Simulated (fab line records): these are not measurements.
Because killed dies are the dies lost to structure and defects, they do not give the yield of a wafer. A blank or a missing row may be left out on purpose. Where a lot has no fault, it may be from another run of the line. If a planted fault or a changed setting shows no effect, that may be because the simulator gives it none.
A struck lot beside a sound one :: flow nand-harc :: 14 out of 1159 route steps
Sound: these wafers, L643.3, L643.4, L643.5. Wafers struck: L661.1, L661.2, L661.4. The cause is named last.
Each step with rows lists, per side, the tool, then ch with its chambers, then its first start. Under that, the readings that differ: sound wafers :: struck wafers :: difference of the means :: sigmas: that difference in standard deviations of wafers without a fault.
alike: readings whose means differ by less than 2 such deviations, and words and numbers that are the same on both sides. not compared: withheld readings, readings that some wafer has no value for, bounds like >300 that may hide the same value, and numbers for which the record gives no deviation and whose values overlap.
Wherever a step has rows on one side only, a row that says differs or no value, or a row with sigmas, the two part there. When numbers do not overlap yet have no deviation, they are printed without sigmas and do not part them. Lack of a reading on every wafer of one side parts them only where that side has two or more wafers.

NHARC_A_SOURCE_PLATE_THK_MEAS_06: measures by ellipsometry.
  sound on film-metro-02, day 8 07:07; struck on film-metro-01, day 12 21:34
  alike: thk-nm
NHARC_A_SOURCE_PLATE_INSPECT_08:
  sound on defect-inspect-01, day 8 07:10; struck on defect-inspect-02, day 12 21:38
  alike: raw-defect-count
then, no rows for these wafers at 1 step: NHARC_A_ONON_D1_DEP_00 (target thk 1000 nm).
NHARC_A_ONON_D1_THK_MEAS_02: measures by ellipsometry.
  sound on film-metro-02, day 8 07:46; struck on film-metro-02, day 12 22:13
  alike: thk-nm
then, no rows for these wafers at 1 step: NHARC_A_ONON_D1_DEP_03 (target thk 1000 nm).
NHARC_A_ONON_D1_THK_MEAS_05: measures by ellipsometry.
  sound on film-metro-02, day 8 08:19; struck on film-metro-02, day 12 22:48
  alike: thk-nm
then, no rows for these wafers at 1 step: NHARC_A_ONON_D1_DEP_06 (target thk 1000 nm).
NHARC_A_ONON_D1_THK_MEAS_08: measures by ellipsometry.
  sound on film-metro-02, day 8 08:53; struck on film-metro-02, day 12 23:22
reading: thk-nm (nm)
sound: 1010 1008 1009
struck: 986 987 987
difference: -22
sigmas: -2
then, no rows for these wafers at 1 step: NHARC_A_ONON_D1_DEP_09 (target thk 1000 nm).
NHARC_A_ONON_D1_THK_MEAS_11: measures by ellipsometry.
  sound on film-metro-01, day 8 09:28; struck on film-metro-01, day 12 23:56
  alike: thk-nm
NHARC_A_ONON_D1_DEP_12: target thk 1000 nm.
  sound on pecvd-onon-02 ch 0, day 8 09:38; struck on pecvd-onon-03 ch 0, day 12 23:59
  alike: nh3-flow-sccm, sih4-flow-sccm
NHARC_A_ONON_D1_THK_MEAS_14: measures by ellipsometry.
  sound on film-metro-01, day 8 10:03; struck on film-metro-02, day 13 00:30
reading: thk-nm (nm)
sound: 997 997 997
struck: 1463 1465 1462
difference: +466
sigmas: +61
then, 1 step without rows for these wafers: NHARC_A_ONON_D1_ANNEAL_15 (time 3600 s).
-- break in the record here, with 12 days between the starts of the struck wafers on either side (left off in module A_ONON_D1, picked up again in module END, where the first step shown is number 1159 on the route) --
NHARC_END_SORT_01:
  the record has rows for the struck wafers here (prober-01 ch 0, day 25 06:10) and none for the sound ones

== WHERE THEY PART ==
First at NHARC_A_ONON_D1_THK_MEAS_08; last, within this record, at NHARC_END_SORT_01.

WHY: what had been put in by the simulator
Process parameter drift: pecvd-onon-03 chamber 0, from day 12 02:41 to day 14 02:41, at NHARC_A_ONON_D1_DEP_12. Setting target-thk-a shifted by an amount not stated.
